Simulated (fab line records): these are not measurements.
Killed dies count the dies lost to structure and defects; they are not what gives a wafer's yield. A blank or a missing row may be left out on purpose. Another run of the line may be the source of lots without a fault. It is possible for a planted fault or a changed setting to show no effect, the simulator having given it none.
Matching of chambers | flow n5Finfet | 3 sister chambers for N5_BEOL_M5_DEP_56 on pecvd-02
The step deposits SiCN from 3MS/NH3, target thk 8 nm, time 14 s. 3 wafers are shown with their chamber, then 7 later ones without.

== WAFERS, EACH WITH ITS CHAMBER ==
wafer  | chamber | showerheadPlenumPTorr (Torr)
L093.4 | 2       | 3.674
L094.2 | 0       | 3.663
L094.3 | 1       | 3.663

== WAFERS MISSING THEIR CHAMBER ==
wafer  | showerheadPlenumPTorr (Torr)
L094.5 | 3.687
L096.2 | 3.646
L096.3 | 3.684
L096.6 | 3.665
L097.1 | 3.686
L097.3 | 3.647
L097.4 | 3.685

== THE CHAMBER EACH PASSED THROUGH ==
wafer  | from the rows above          | in truth
L094.5 | can't be placed: 2 or 0 or 1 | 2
L096.2 | can't be placed: 0 or 1 or 2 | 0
L096.3 | can't be placed: 2 or 0 or 1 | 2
L096.6 | can't be placed: 0 or 1 or 2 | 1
L097.1 | can't be placed: 2 or 0 or 1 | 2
L097.3 | can't be placed: 0 or 1 or 2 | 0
L097.4 | can't be placed: 2 or 0 or 1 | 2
Placed correctly: 0 of 7. Cannot be placed on the basis of these rows: 7; the candidates contain the true chamber in 7. Number placed wrongly: 0.
How it was worked out, from the rows above alone: a wafer's distance from a chamber is the root of the sum, over the readings, of the square of ((its reading less the chamber's mean) divided by the reading's scatter). The wafer belongs to the nearest chamber; if the next one is less than 2 further off, it can't be placed. The mean given for a chamber averages the wafers shown for that chamber. The scatter: with one shown wafer a chamber, the root of the mean of the squares of how far each hidden wafer lies from its nearest shown one.
